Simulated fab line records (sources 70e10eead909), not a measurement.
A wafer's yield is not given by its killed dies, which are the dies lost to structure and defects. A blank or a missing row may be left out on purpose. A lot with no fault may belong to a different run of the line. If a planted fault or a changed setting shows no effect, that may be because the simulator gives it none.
Chamber matching	flow nand-harc	NHARC_A_M1_DEP_33 on pecvd-01: 3 sister chambers
The step deposits SiCN, target thk 30 nm. 14 wafers are shown with their chamber, then 7 later ones without.

== EACH WAFER AND ITS CHAMBER ==
wafer	chamber	heater-power-w (W)	susceptor-temp-C (C)
L078.3	2	644	369.78
L078.4	0	683	370.32
L078.6	2	656	369.62
L082.3	2	730	370.00
L082.4	1	607	369.89
L082.6	0	772	369.91
L084.2	0	694	369.96
L084.3	1	594	369.96
L084.5	1	614	369.79
L087.1	0	769	369.82
L087.2	1	699	370.04
L087.4	0	761	369.59
L091.1	2	681	370.36
L091.3	0	711	370.29

SIGNATURES (means of the wafers above)
reading	chamber 0	chamber 1	chamber 2	scatter within a chamber
heater-power-w	731.67	628.50	677.75	41.9
susceptor-temp-C	369.9817	369.9200	369.9400	0.259
Rule: a wafer's distance from a chamber is the root of the sum, over the readings, of the square of ((its reading less the chamber's mean) divided by the reading's scatter). The wafer belongs to the nearest chamber; if the next one is less than 2 further off, it can't be placed. How the scatter is found: for the shown wafers, subtract from each reading the mean of its chamber, square and add these, divide the total by (wafers less chambers), then take the root.

== WAFERS WITHOUT THEIR CHAMBER ==
wafer	heater-power-w (W)	susceptor-temp-C (C)
L091.6	715	370.19
L092.1	701	370.01
L092.2	640	369.76
L092.3	698	370.22
L094.1	609	370.09
L094.4	596	370.06
L094.6	646	370.22

== CHAMBER TAKEN BY EACH ==
wafer	from the rows above	in truth
L091.6	can't be placed: 0 or 2 or 1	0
L092.1	can't be placed: 2 or 0 or 1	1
L092.2	can't be placed: 1 or 2 or 0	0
L092.3	can't be placed: 2 or 0 or 1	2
L094.1	can't be placed: 1 or 2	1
L094.4	can't be placed: 1 or 2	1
L094.6	can't be placed: 1 or 2 or 0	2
Placed correctly: 0 of 7. Can't be placed from these rows: 7 (the true chamber is among the candidates in 7). Placed wrongly: 0.
